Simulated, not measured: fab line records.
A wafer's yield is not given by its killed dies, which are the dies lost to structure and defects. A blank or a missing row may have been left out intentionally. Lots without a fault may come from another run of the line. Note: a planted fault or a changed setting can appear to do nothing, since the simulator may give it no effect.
fab line records | flow n5_finfet | part 2 of 2: steps 5 to 6 of 6
record lots=22 | wafers=66 | last_day=18
route steps=1938 shown BEOL_M7@1308 BEOL_M8@1345
lots untouched by any fault: they come from a run of this same line in which no faults occurred
start_h: start of the lot's first displayed wafer, in hours after the record's first day | wait_h: hours since the lot's step before | " the same as in the row above | L1.1+2: several wafers, shown together as one row | - value missing, or start not given | * or withheld: withheld | < > ~ a bound
route shown NAME@n: names a module that has steps shown in the file, with the first one's number in the route | usual: average and standard deviation across the fault-free wafers | same: alike in all rows | chamber/n: place in a boat | sites: each site's reading | _std_site: standard deviation across them | _edge_site: mean of outer sites minus mean of inner sites | radius_mm: how far each site lies from the wafer's centre | mask NAME#n: copy n | behind: the tool/chamber that last shaped the wafer | hold: why the lot was held/for how many hours/how that ended | device: transistor that didn't switch, given as n, p or np | end of line: the same wafers' tests at the end of the route | a step given without rows: its recipe and nothing more | killed: the dies lost at the first sort to structure and to defects; this is not the yield of the wafer | map: a wafer's dies, x killed, . not, _ none there
set.NAME: the setting that was run; set.NAME@STEP: the one run at that earlier step | model.NAME: the simulator's own value behind a step, which no gauge read
a sample of lots followed through the steps of the route, with each step as a table and each wafer as a row
services: a tool's chamber out of use, with start hour (start_h, from the record's first day; less than 0 if before it), hours out, and reason
## steps
# step N5_BEOL_M8_VIA_ETCH_34
# recipe chemistry=C4F6/O2 | target=SiCOH_lowk | target_depth_a=1255 | mask_material=SOC | taper_deg=4 | time_s=50.5 | ion_energy_ev=250 | pressure_mtorr=30 | source_w=345 | bias_w=185 | Ar_flow_sccm=300 | C4F6_flow_sccm=10 | O2_flow_sccm=10
# usual drypump_motor_current_A=5.7/0.37 | mfc_ar_sccm=300.1/0.87 | oes_product_au=0.83/0.066 | rf_vpp_V=661/11 | showerhead_plenum_p_Torr=2.87/0.082 | throttle_valve_pct=20.90/0.23
lot.wafer | tool        | chamber | start_h | wait_h | drypump_motor_current_A | mfc_ar_sccm | oes_product_au | rf_hours_counter_h | rf_vpp_V | showerhead_plenum_p_Torr | throttle_valve_pct
L074.2    | rie_diel-06 | 1       | 199.16  | 0.0    | 6.0                     | 299.2       | 0.88           | 44                 | 671      | 3.04                     | 20.78
L074.3    | "           | 3       | "       | "      | 5.7                     | 299.3       | 0.76           | 187                | 653      | 2.81                     | 21.22
L074.6    | "           | 3       | "       | "      | 5.7                     | 299.7       | 0.76           | -                  | 653      | 2.81                     | 21.20
L076.1    | rie_diel-06 | 1       | 199.56  | 0.0    | 6.1                     | 299.4       | 0.88           | 44                 | 669      | 3.03                     | 20.78
L076.4    | "           | 1       | "       | "      | 6.1                     | 300.3       | 0.87           | -                  | 671      | 3.03                     | 20.78
L076.6    | "           | 0       | "       | "      | 5.1                     | 300.2       | 0.77           | -                  | 680      | 2.98                     | 21.04
L075.2    | rie_diel-01 | 1       | 207.36  | 0.0    | 6.4                     | 301.2       | 0.85           | 80                 | 668      | 2.88                     | 20.58
L075.5    | "           | 2       | "       | "      | 5.3                     | 299.4       | 0.69           | -                  | 644      | 2.80                     | 21.16
L075.6    | "           | 3       | "       | "      | 5.5                     | 299.8       | 0.69           | -                  | 658      | 2.81                     | 21.06
L078.1    | rie_diel-03 | 1       | 208.18  | 0.0    | 6.0                     | 299.9       | 0.85           | 54                 | 653      | 2.80                     | 21.03
L078.3    | "           | 3       | "       | "      | 5.7                     | 299.9       | 0.94           | 15                 | 648      | 2.78                     | 20.44
L078.5    | "           | 3       | "       | "      | 5.8                     | 300.4       | 0.95           | -                  | 648      | 2.78                     | 20.43
L077.2    | rie_diel-06 | 0       | 208.89  | 0.0    | 5.2                     | 300.2       | 0.77           | 149                | 680      | 2.98                     | 21.03
L077.5    | "           | 2       | "       | "      | 5.6                     | 300.2       | 1.00           | -                  | 671      | 2.92                     | 20.79
L077.6    | "           | 3       | "       | "      | 5.7                     | 301.0       | 0.75           | -                  | 653      | 2.81                     | 21.22
L079.1    | rie_diel-03 | 3       | 222.68  | 0.0    | 5.7                     | 299.5       | 0.92           | 20                 | 648      | 2.77                     | 20.45
L079.2    | "           | 1       | "       | "      | 6.0                     | 299.6       | 0.84           | 59                 | 654      | 2.80                     | 21.04
L079.4    | "           | 0       | "       | "      | 5.9                     | 301.0       | 0.89           | 31                 | 675      | 2.90                     | 20.96
L080.1    | rie_diel-03 | 1       | 237.21  | 0.0    | 6.0                     | 300.7       | 0.83           | 64                 | 655      | 2.80                     | 21.04
L080.3    | "           | 0       | "       | "      | 5.9                     | 299.9       | 0.88           | 36                 | 674      | 2.89                     | 20.96
L080.4    | "           | 3       | "       | "      | 5.7                     | 300.6       | 0.92           | 25                 | 649      | 2.77                     | 20.45
L082.2    | rie_diel-03 | 2       | 245.83  | 0.0    | 5.3                     | 301.4       | 0.85           | 51                 | 659      | 2.89                     | 20.95
L082.4    | "           | 0       | "       | "      | 5.9                     | 300.2       | 0.88           | 39                 | 674      | 2.89                     | 20.99
L082.6    | "           | 3       | "       | "      | 5.7                     | 299.9       | 0.93           | -                  | 647      | 2.77                     | 20.43
L083.1    | rie_diel-03 | 0       | 257.34  | 0.0    | 5.9                     | 299.3       | 0.87           | 43                 | 673      | 2.89                     | 20.99
L083.5    | "           | 2       | "       | "      | 5.3                     | 300.0       | 0.85           | -                  | 660      | 2.89                     | 20.95
L083.6    | "           | 1       | "       | "      | 6.0                     | 300.2       | 0.83           | -                  | 653      | 2.80                     | 21.05
L084.3    | rie_diel-06 | 1       | 264.84  | 0.0    | 6.0                     | 300.4       | 0.85           | 66                 | 669      | 3.02                     | 20.80
L084.4    | "           | 2       | "       | "      | 5.5                     | 302.2       | 0.94           | 21                 | 669      | 2.92                     | 20.81
L084.5    | "           | 0       | "       | "      | 5.1                     | 300.3       | 0.76           | -                  | 680      | 2.97                     | 21.06
L085.1    | rie_diel-06 | 3       | 274.31  | 0.0    | 5.7                     | 300.4       | 0.73           | 213                | 653      | 2.80                     | 21.26
L085.4    | "           | 0       | "       | "      | 5.2                     | 300.5       | 0.75           | 170                | 681      | 2.97                     | 21.08
L085.5    | "           | 3       | "       | "      | 5.7                     | 300.8       | 0.73           | -                  | 653      | 2.80                     | 21.26
L086.1    | rie_diel-06 | 1       | 275.52  | 0.0    | 6.1                     | 298.8       | 0.84           | 70                 | 669      | 3.02                     | 20.80
L086.2    | "           | 2       | "       | "      | 5.6                     | 299.4       | 0.92           | 24                 | 669      | 2.91                     | 20.81
L086.5    | "           | 0       | "       | "      | 5.1                     | 300.4       | 0.75           | -                  | 680      | 2.97                     | 21.06
L087.3    | rie_diel-06 | 0       | 281.44  | 0.0    | 5.1                     | 300.9       | 0.75           | 172                | 680      | 2.97                     | 21.06
L087.4    | "           | 1       | "       | "      | 6.0                     | 299.2       | 0.84           | 72                 | 669      | 3.02                     | 20.81
L087.6    | "           | 1       | "       | "      | 6.0                     | 298.9       | 0.84           | -                  | 668      | 3.02                     | 20.81
L088.2    | rie_diel-03 | 2       | 284.65  | 0.0    | 5.3                     | 300.5       | 0.82           | 64                 | 656      | 2.89                     | 20.97
L088.3    | "           | 1       | "       | "      | 6.0                     | 299.9       | 0.81           | 77                 | 653      | 2.79                     | 21.07
L088.5    | "           | 0       | "       | "      | 5.9                     | 300.9       | 0.86           | -                  | 673      | 2.89                     | 21.01
L089.1    | rie_diel-03 | 2       | 291.90  | 0.0    | 5.3                     | 300.9       | 0.83           | 68                 | 658      | 2.88                     | 20.98
L089.2    | "           | 3       | "       | "      | 5.8                     | 300.1       | 0.89           | 45                 | 648      | 2.76                     | 20.47
L089.4    | "           | 1       | "       | "      | 6.0                     | 300.7       | 0.81           | -                  | 655      | 2.79                     | 21.09
L091.1    | rie_diel-06 | 2       | 305.90  | 0.0    | 5.6                     | 300.1       | 0.91           | 37                 | 669      | 2.91                     | 20.84
L091.3    | "           | 3       | "       | "      | 5.6                     | 300.2       | 0.73           | 225                | 652      | 2.80                     | 21.28
L091.4    | "           | 0       | "       | "      | 5.1                     | 300.5       | 0.75           | 182                | 679      | 2.96                     | 21.09
L090.3    | rie_diel-01 | 2       | 307.39  | 0.0    | 5.3                     | 299.8       | 0.90           | 24                 | 644      | 2.79                     | 20.80
L090.4    | "           | 3       | "       | "      | 5.5                     | 301.4       | 0.95           | 10                 | 659      | 2.80                     | 20.72
L090.6    | "           | 0       | "       | "      | 6.7                     | 299.7       | 0.86           | -                  | 653      | 2.90                     | 20.73
L092.2    | rie_diel-03 | 3       | 309.13  | 0.0    | 5.8                     | 298.9       | 0.87           | 53                 | 648      | 2.76                     | 20.47
L092.4    | "           | 0       | "       | "      | 5.8                     | 301.1       | 0.84           | 61                 | 673      | 2.88                     | 21.02
L092.6    | "           | 3       | "       | "      | 5.7                     | 301.8       | 0.88           | -                  | 648      | 2.76                     | 20.50
L096.2    | rie_diel-06 | 1       | 331.29  | 0.0    | 6.1                     | 300.3       | 0.83           | 90                 | 671      | 3.01                     | 20.82
L096.3    | "           | 2       | "       | "      | 5.6                     | 299.9       | 0.88           | 45                 | 669      | 2.90                     | 20.86
L096.4    | "           | 3       | "       | "      | 5.6                     | 302.0       | 0.72           | 233                | 653      | 2.79                     | 21.28
L095.1    | rie_diel-03 | 0       | 333.88  | 0.0    | 5.9                     | 299.1       | 0.83           | 69                 | 674      | 2.88                     | 21.02
L095.3    | "           | 3       | "       | "      | 5.7                     | 299.0       | 0.87           | 62                 | 646      | 2.76                     | 20.52
L095.4    | "           | 1       | "       | "      | 6.0                     | 299.5       | 0.79           | 97                 | 654      | 2.78                     | 21.10
L094.1    | rie_diel-03 | 2       | 335.33  | 0.0    | 5.3                     | 301.1       | 0.81           | 85                 | 657      | 2.88                     | 21.01
L094.4    | "           | 1       | "       | "      | 6.0                     | 298.5       | 0.80           | 98                 | 655      | 2.78                     | 21.12
L094.6    | "           | 0       | "       | "      | 5.9                     | 299.8       | 0.84           | -                  | 674      | 2.88                     | 21.03
L097.1    | rie_diel-01 | 2       | 357.12  | 0.0    | 5.3                     | 299.6       | 0.88           | 41                 | 644      | 2.79                     | 20.82
L097.2    | "           | 0       | "       | "      | 6.7                     | 299.8       | 0.83           | 58                 | 651      | 2.89                     | 20.76
L097.6    | "           | 3       | "       | "      | 5.5                     | 300.2       | 0.91           | -                  | 658      | 2.79                     | 20.76
# step N5_BEOL_M8_STRIP_36
# recipe chemistry=N2/H2 | power_w=450 | temp_c=40 | pressure_mtorr=20 | rf_frequency_hz=6e+07 | overash_fraction=0.3 | bias_power_w=7 | h2_frac=0.5 | n2_flow_sccm=200 | h2_flow_sccm=200
# usual drypump_motor_current_A=5.7/0.37 | oes_product_au=0.83/0.067 | power_w=450.1/1.3 | rf_vpp_V=59.1/1.5 | showerhead_plenum_p_Torr=2.56/0.073 | throttle_valve_pct=23.71/0.28
lot.wafer | tool        | chamber | start_h | wait_h | drypump_motor_current_A | oes_product_au | power_w | rf_hours_counter_h | rf_vpp_V | showerhead_plenum_p_Torr | throttle_valve_pct
L074.2    | rie_diel-06 | 1       | 199.21  | 0.0    | 6.1                     | 0.88           | 449.9   | 44                 | 57.7     | 2.70                     | 23.31
L074.3    | "           | 3       | "       | "      | 5.7                     | 0.74           | 449.6   | 187                | 60.2     | 2.53                     | 24.26
L074.6    | "           | 3       | "       | "      | 5.7                     | 0.76           | 451.5   | -                  | 57.6     | 2.53                     | 24.26
L076.1    | rie_diel-06 | 1       | 199.61  | 0.0    | 6.1                     | 0.87           | 451.8   | 44                 | 60.2     | 2.70                     | 23.32
L076.4    | "           | 1       | "       | "      | 6.0                     | 0.87           | 448.8   | -                  | 59.7     | 2.70                     | 23.32
L076.6    | "           | 0       | "       | "      | 5.1                     | 0.78           | 450.2   | -                  | 57.6     | 2.66                     | 23.86
L075.2    | rie_diel-01 | 1       | 207.42  | 0.0    | 6.4                     | 0.83           | 451.5   | 80                 | 56.8     | 2.56                     | 23.05
L075.5    | "           | 2       | "       | "      | 5.3                     | 0.68           | 449.9   | -                  | 58.4     | 2.50                     | 23.90
L075.6    | "           | 3       | "       | "      | 5.5                     | 0.69           | 449.5   | -                  | 62.7     | 2.50                     | 24.05
L078.1    | rie_diel-03 | 1       | 208.23  | 0.0    | 6.0                     | 0.84           | 450.5   | 54                 | 59.9     | 2.47                     | 23.70
L078.3    | "           | 3       | "       | "      | 5.7                     | 0.94           | 449.9   | 15                 | 58.9     | 2.48                     | 23.46
L078.5    | "           | 3       | "       | "      | 5.7                     | 0.94           | 449.2   | -                  | 58.6     | 2.49                     | 23.48
L077.2    | rie_diel-06 | 0       | 208.94  | 0.0    | 5.2                     | 0.78           | 451.7   | 149                | 59.1     | 2.65                     | 23.89
L077.5    | "           | 2       | "       | "      | 5.6                     | 1.01           | 450.8   | -                  | 59.1     | 2.61                     | 23.72
L077.6    | "           | 3       | "       | "      | 5.7                     | 0.74           | 450.4   | -                  | 60.9     | 2.53                     | 24.25
L079.1    | rie_diel-03 | 3       | 222.73  | 0.0    | 5.7                     | 0.93           | 448.4   | 20                 | 54.8     | 2.48                     | 23.47
L079.2    | "           | 1       | "       | "      | 6.0                     | 0.82           | 448.7   | 59                 | 57.7     | 2.47                     | 23.70
L079.4    | "           | 0       | "       | "      | 5.9                     | 0.91           | 450.4   | 31                 | 59.5     | 2.58                     | 23.76
L080.1    | rie_diel-03 | 1       | 237.26  | 0.0    | 6.0                     | 0.83           | 451.3   | 64                 | 58.2     | 2.47                     | 23.70
L080.3    | "           | 0       | "       | "      | 5.9                     | 0.89           | 449.5   | 36                 | 60.7     | 2.58                     | 23.80
L080.4    | "           | 3       | "       | "      | 5.7                     | 0.92           | 449.4   | 25                 | 60.4     | 2.48                     | 23.51
L082.2    | rie_diel-03 | 2       | 245.89  | 0.0    | 5.3                     | 0.86           | 449.8   | 51                 | 58.6     | 2.59                     | 23.69
L082.4    | "           | 0       | "       | "      | 5.9                     | 0.89           | 449.8   | 39                 | 58.7     | 2.58                     | 23.82
L082.6    | "           | 3       | "       | "      | 5.8                     | 0.90           | 451.6   | -                  | 58.0     | 2.48                     | 23.52
L083.1    | rie_diel-03 | 0       | 257.39  | 0.0    | 5.9                     | 0.89           | 448.7   | 43                 | 59.5     | 2.57                     | 23.83
L083.5    | "           | 2       | "       | "      | 5.3                     | 0.86           | 449.3   | -                  | 58.4     | 2.59                     | 23.68
L083.6    | "           | 1       | "       | "      | 6.0                     | 0.83           | 450.0   | -                  | 56.1     | 2.46                     | 23.71
L084.3    | rie_diel-06 | 1       | 264.90  | 0.0    | 6.0                     | 0.85           | 449.5   | 66                 | 58.8     | 2.69                     | 23.34
L084.4    | "           | 2       | "       | "      | 5.6                     | 0.93           | 451.2   | 21                 | 60.1     | 2.60                     | 23.79
L084.5    | "           | 0       | "       | "      | 5.2                     | 0.76           | 448.9   | -                  | 59.2     | 2.65                     | 23.88
L085.1    | rie_diel-06 | 3       | 274.36  | 0.0    | 5.7                     | 0.72           | 449.9   | 213                | 60.1     | 2.52                     | 24.29
L085.4    | "           | 0       | "       | "      | 5.1                     | 0.76           | 449.5   | 170                | 56.4     | 2.65                     | 23.88
L085.5    | "           | 3       | "       | "      | 5.6                     | 0.72           | 448.6   | -                  | 59.5     | 2.52                     | 24.33
L086.1    | rie_diel-06 | 1       | 275.57  | 0.0    | 6.1                     | 0.82           | 450.4   | 70                 | 59.9     | 2.69                     | 23.37
L086.2    | "           | 2       | "       | "      | 5.6                     | 0.91           | 451.7   | 24                 | 58.8     | 2.60                     | 23.78
L086.5    | "           | 0       | "       | "      | 5.1                     | 0.75           | 449.9   | -                  | 58.6     | 2.64                     | 23.89
L087.3    | rie_diel-06 | 0       | 281.49  | 0.0    | 5.2                     | 0.76           | 451.3   | 172                | 56.9     | 2.64                     | 23.87
L087.4    | "           | 1       | "       | "      | 6.1                     | 0.85           | 448.4   | 72                 | 60.7     | 2.69                     | 23.37
L087.6    | "           | 1       | "       | "      | 6.0                     | 0.85           | 451.8   | -                  | 59.8     | 2.69                     | 23.35
L088.2    | rie_diel-03 | 2       | 284.70  | 0.0    | 5.3                     | 0.84           | 451.2   | 64                 | 58.7     | 2.58                     | 23.70
L088.3    | "           | 1       | "       | "      | 6.0                     | 0.82           | 447.0   | 77                 | 59.1     | 2.46                     | 23.70
L088.5    | "           | 0       | "       | "      | 5.9                     | 0.88           | 448.2   | -                  | 61.2     | 2.57                     | 23.82
L089.1    | rie_diel-03 | 2       | 291.95  | 0.0    | 5.4                     | 0.84           | 450.4   | 68                 | 58.5     | 2.58                     | 23.69
L089.2    | "           | 3       | "       | "      | 5.8                     | 0.87           | 451.5   | 45                 | 61.9     | 2.47                     | 23.51
L089.4    | "           | 1       | "       | "      | 6.0                     | 0.79           | 451.9   | -                  | 60.4     | 2.46                     | 23.72
L091.1    | rie_diel-06 | 2       | 305.95  | 0.0    | 5.5                     | 0.89           | 450.6   | 37                 | 61.5     | 2.59                     | 23.82
L091.3    | "           | 3       | "       | "      | 5.7                     | 0.72           | 449.7   | 225                | 57.4     | 2.51                     | 24.32
L091.4    | "           | 0       | "       | "      | 5.1                     | 0.75           | 448.2   | 182                | 58.2     | 2.64                     | 23.90
L090.3    | rie_diel-01 | 2       | 307.44  | 0.0    | 5.3                     | 0.93           | 451.8   | 24                 | 57.7     | 2.49                     | 23.56
L090.4    | "           | 3       | "       | "      | 5.5                     | 0.96           | 451.1   | 10                 | 58.5     | 2.49                     | 23.75
L090.6    | "           | 0       | "       | "      | 6.7                     | 0.87           | 448.1   | -                  | 59.0     | 2.60                     | 23.34
L092.2    | rie_diel-03 | 3       | 309.18  | 0.0    | 5.8                     | 0.86           | 449.3   | 53                 | 56.9     | 2.47                     | 23.53
L092.4    | "           | 0       | "       | "      | 5.8                     | 0.84           | 451.4   | 61                 | 58.9     | 2.57                     | 23.83
L092.6    | "           | 3       | "       | "      | 5.8                     | 0.86           | 451.3   | -                  | 59.0     | 2.47                     | 23.51
L096.2    | rie_diel-06 | 1       | 331.35  | 0.0    | 6.0                     | 0.83           | 450.4   | 90                 | 60.7     | 2.68                     | 23.37
L096.3    | "           | 2       | "       | "      | 5.6                     | 0.88           | 449.7   | 45                 | 60.9     | 2.59                     | 23.81
L096.4    | "           | 3       | "       | "      | 5.7                     | 0.71           | 449.4   | 233                | 59.2     | 2.51                     | 24.30
L095.1    | rie_diel-03 | 0       | 333.93  | 0.0    | 5.9                     | 0.84           | 447.7   | 69                 | 58.2     | 2.56                     | 23.84
L095.3    | "           | 3       | "       | "      | 5.7                     | 0.86           | 450.0   | 62                 | 57.9     | 2.47                     | 23.53
L095.4    | "           | 1       | "       | "      | 6.0                     | 0.79           | 450.3   | 97                 | 58.9     | 2.45                     | 23.71
L094.1    | rie_diel-03 | 2       | 335.39  | 0.0    | 5.3                     | 0.81           | 448.8   | 85                 | 58.9     | 2.57                     | 23.73
L094.4    | "           | 1       | "       | "      | 6.0                     | 0.80           | 449.6   | 98                 | 58.2     | 2.45                     | 23.77
L094.6    | "           | 0       | "       | "      | 5.9                     | 0.87           | 452.5   | -                  | 60.0     | 2.56                     | 23.84
L097.1    | rie_diel-01 | 2       | 357.17  | 0.0    | 5.3                     | 0.88           | 451.3   | 41                 | 59.5     | 2.48                     | 23.54
L097.2    | "           | 0       | "       | "      | 6.7                     | 0.87           | 449.8   | 58                 | 58.4     | 2.59                     | 23.38
L097.6    | "           | 3       | "       | "      | 5.4                     | 0.93           | 450.3   | -                  | 59.3     | 2.49                     | 23.77
## services
tool         | chamber | start_h | hours | kind
rie_diel-04  | 0       | 184.42  | -     | clean
rie_diel-04  | 0       | 184.42  | -     | consumable_replace:esc
rie_diel-04  | 0       | 184.42  | -     | consumable_replace:focus_ring
rie_diel-04  | 0       | 184.42  | 36.4  | scheduled_down
rie_diel-04  | 0       | 184.42  | 36.4  | vent_cycle
rie_diel-06  | 2       | 184.66  | -     | clean
rie_diel-06  | 2       | 184.66  | -     | consumable_replace:focus_ring
rie_diel-06  | 2       | 184.66  | 21.6  | scheduled_down
rie_diel-06  | 2       | 184.66  | 21.6  | vent_cycle
rie_diel-01  | 2       | 210.24  | -     | clean
rie_diel-01  | 2       | 210.24  | -     | consumable_replace:focus_ring
rie_diel-01  | 2       | 210.24  | 15.4  | scheduled_down
ald_metal-04 | -       | 217.67  | 8.7   | pm
rie_diel-03  | -       | 221.21  | 0.3   | repair
rie_diel-03  | 1       | 267.61  | 8.5   | repair
rie_diel-01  | -       | 282.13  | 15.6  | pm
ald_metal-01 | 3       | 285.25  | 17.3  | repair
rie_diel-03  | 0       | 288.61  | 3.7   | repair
ald_metal-02 | -       | 299.29  | 8.7   | pm
ald_metal-02 | -       | 314.01  | 1.5   | repair
ald_metal-01 | 2       | 318.19  | 1.8   | repair
rie_diel-06  | -       | 319.09  | 2.8   | pm
rie_diel-02  | 0       | 324.30  | 6.3   | repair
rie_diel-06  | 3       | 347.85  | 6.3   | repair
